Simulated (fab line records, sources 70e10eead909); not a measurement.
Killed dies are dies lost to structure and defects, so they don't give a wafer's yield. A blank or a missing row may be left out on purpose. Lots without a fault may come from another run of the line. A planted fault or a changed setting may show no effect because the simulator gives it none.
Which tool did it? | flow nand_harc | 15 lots, 43 wafers sampled, at 5 steps of a route of 1159

WHAT THE GAUGES READ, wafer by wafer
NHARC_A_SOURCE_PLATE_INSPECT_08.
lot  | measured     | on                | raw_defect_count
L979 | day 7 19:01  | defect_inspect-02 | 39 36 41
L980 | day 7 19:04  | defect_inspect-02 | 71 58 52
L982 | day 8 05:49  | defect_inspect-01 | 31 56 55
L981 | day 8 05:49  | defect_inspect-02 | 105 43 94
L983 | day 8 17:20  | defect_inspect-02 | 72 55 91
L986 | day 9 05:26  | defect_inspect-02 | 79 28 94
L985 | day 9 05:26  | defect_inspect-01 | 68 87 94
L987 | day 9 11:18  | defect_inspect-01 | 66 71
L988 | day 9 14:43  | defect_inspect-02 | 93 76
L994 | day 11 08:16 | defect_inspect-02 | 38 45 34
L997 | day 12 01:31 | defect_inspect-02 | 94 74 27
L100 | day 12 11:41 | defect_inspect-01 | 60 60 61
L999 | day 12 11:41 | defect_inspect-02 | 24 30 83
L101 | day 13 01:52 | defect_inspect-01 | 55 62 24
L102 | day 13 08:20 | defect_inspect-01 | 70 48 120

NHARC_A_ONON_D1_THK_MEAS_02: measures by ellipsometry.
lot  | measured     | on            | thk_nm (nm)
L979 | day 7 19:36  | film_metro-02 | 1005 1003 1003
L980 | day 7 19:56  | film_metro-01 | 1001 1001 1002
L982 | day 8 06:24  | film_metro-01 | 1003 1004 1002
L981 | day 8 06:24  | film_metro-02 | 993 991 993
L983 | day 8 17:54  | film_metro-02 | 1011 1010 1014
L986 | day 9 06:01  | film_metro-01 | 735 1007 734
L985 | day 9 06:02  | film_metro-02 | 1007 1008 1007
L987 | day 9 11:53  | film_metro-01 | 996 725
L988 | day 9 15:17  | film_metro-01 | 734 1003
L994 | day 11 08:50 | film_metro-01 | 1011 1010 1009
L997 | day 12 02:05 | film_metro-02 | 1019 1017 1019
L100 | day 12 12:17 | film_metro-02 | 1000 999 998
L999 | day 12 12:23 | film_metro-02 | 989 991 990
L101 | day 13 02:26 | film_metro-01 | 1008 1007 1008
L102 | day 13 08:55 | film_metro-02 | 1002 1002 1001

NHARC_END_SORT_01.
lot  | measured     | on        | killed_at_array | killed_at_other | killed_at_periphery | killed_dies | killed_open | killed_short
L986 | day 21 01:05 | prober-01 | 668 12 669      | 2 1 1           | 7 2 7               | 677 15 677  | 4 0 2       | 2 1 1
L987 | day 21 11:56 | prober-02 | 19 674          | 0 0             | 4 3                 | 23 677      | 3 4         | 2 2
L988 | day 21 09:28 | prober-01 | 675 22          | 1 5             | 1 1                 | 677 28      | 4 6         | 4 3
L994 | day 23 04:17 | prober-01 | 35              | 0               | 2                   | 37          | 4           | 3
L997 | day 24 04:05 | prober-01 | 10 17 21        | 0 0 1           | 2 1 3               | 12 18 25    | 1 5 3       | 0 0 3

WHICH TOOL RAN EACH LOT (tool, then ch and the chambers of the sampled wafers, then the start)
lot  | NHARC_P_BONDPAD_ANNEAL_28        | NHARC_A_ONON_D1_DEP_00
L979 | rtp_anneal-01 ch 0, day 6 18:48  | pecvd_onon-02 ch 0, day 7 19:05
L980 | rtp_anneal-01 ch 0, day 6 19:14  | pecvd_onon-04 ch 0, day 7 19:26
L982 | rtp_anneal-02 ch 0, day 7 05:20  | pecvd_onon-03 ch 0, day 8 05:57
L981 | rtp_anneal-01 ch 0, day 7 05:44  | pecvd_onon-02 ch 0, day 8 05:57
L983 | rtp_anneal-02 ch 0, day 7 17:08  | pecvd_onon-03 ch 0, day 8 17:27
L986 | rtp_anneal-01 ch 0, day 8 04:13  | pecvd_onon-03 ch 0, day 9 05:30
L985 | rtp_anneal-02 ch 0, day 8 05:07  | pecvd_onon-04 ch 0, day 9 05:30
L987 | rtp_anneal-01 ch 0, day 8 11:23  | pecvd_onon-03 ch 0, day 9 11:32
L988 | rtp_anneal-02 ch 0, day 8 14:13  | pecvd_onon-03 ch 0, day 9 14:46
L994 | rtp_anneal-01 ch 0, day 10 07:59 | pecvd_onon-02 ch 0, day 11 08:23
L997 | rtp_anneal-01 ch 0, day 11 00:13 | pecvd_onon-02 ch 0, day 12 01:34
L100 | rtp_anneal-01 ch 0, day 11 10:55 | pecvd_onon-02 ch 0, day 12 11:49
L999 | rtp_anneal-01 ch 0, day 11 12:23 | pecvd_onon-03 ch 0, day 12 11:53
L101 | rtp_anneal-02 ch 0, day 12 01:37 | pecvd_onon-03 ch 0, day 13 01:56
L102 | rtp_anneal-02 ch 0, day 12 08:23 | pecvd_onon-04 ch 0, day 13 08:27
- NHARC_P_BONDPAD_ANNEAL_28: time 90 s.
- NHARC_A_ONON_D1_DEP_00: target thk 1000 nm.

WHAT THE TOOLS THEMSELVES READ (means of the sampled wafers that have a number; where no wafer has one, the mark that the record gives instead)
NHARC_P_BONDPAD_ANNEAL_28.
lot  | tool          | wafer_temp_C_max
L979 | rtp_anneal-01 | 227.0
L980 | rtp_anneal-01 | 227.0
L982 | rtp_anneal-02 | 226.0
L981 | rtp_anneal-01 | 226.9
L983 | rtp_anneal-02 | 225.7
L986 | rtp_anneal-01 | 226.8
L985 | rtp_anneal-02 | 226.0
L987 | rtp_anneal-01 | 226.3
L988 | rtp_anneal-02 | 226.2
L994 | rtp_anneal-01 | 227.3
L997 | rtp_anneal-01 | 226.9
L100 | rtp_anneal-01 | 227.1
L999 | rtp_anneal-01 | 226.6
L101 | rtp_anneal-02 | 226.0
L102 | rtp_anneal-02 | 226.1

THE ANSWER, worked out from the rows above alone
Rule: what is usual is taken from the lots themselves. Put in order of their means at a reading, lots are off if they are a third of the lots or fewer, leave a main group of 4 or more, and stand apart from it by a gap of 3 or more times the standard deviation of the main group's means; of several such gaps the widest counts. A main group whose means are all the same, to the digits that the tables above print for the reading, isn't used. A lot without any number at a reading at which 4 lots or more have one is off too. The other lots that the step has rows for count as sound. The gauges are gone through in route order, then the tools' own readings, and for those a lot's mean is taken as printed above. The first step at which some lot is off is used, and at that step the reading that is off furthest; a lot without a number counts as furthest.
Off: L986, L987, L988, at NHARC_A_ONON_D1_THK_MEAS_02 (thk_nm). The main group: mean 1004 nm, standard deviation 7.6.
A tool fits if, at a process step before that reading, it ran every lot that is off, and no sound lot after the first of them. The gauges at NHARC_A_ONON_D1_THK_MEAS_02 are tried like those tools. None of those tried fits.

WHAT THE SIMULATOR HAD PUT IN
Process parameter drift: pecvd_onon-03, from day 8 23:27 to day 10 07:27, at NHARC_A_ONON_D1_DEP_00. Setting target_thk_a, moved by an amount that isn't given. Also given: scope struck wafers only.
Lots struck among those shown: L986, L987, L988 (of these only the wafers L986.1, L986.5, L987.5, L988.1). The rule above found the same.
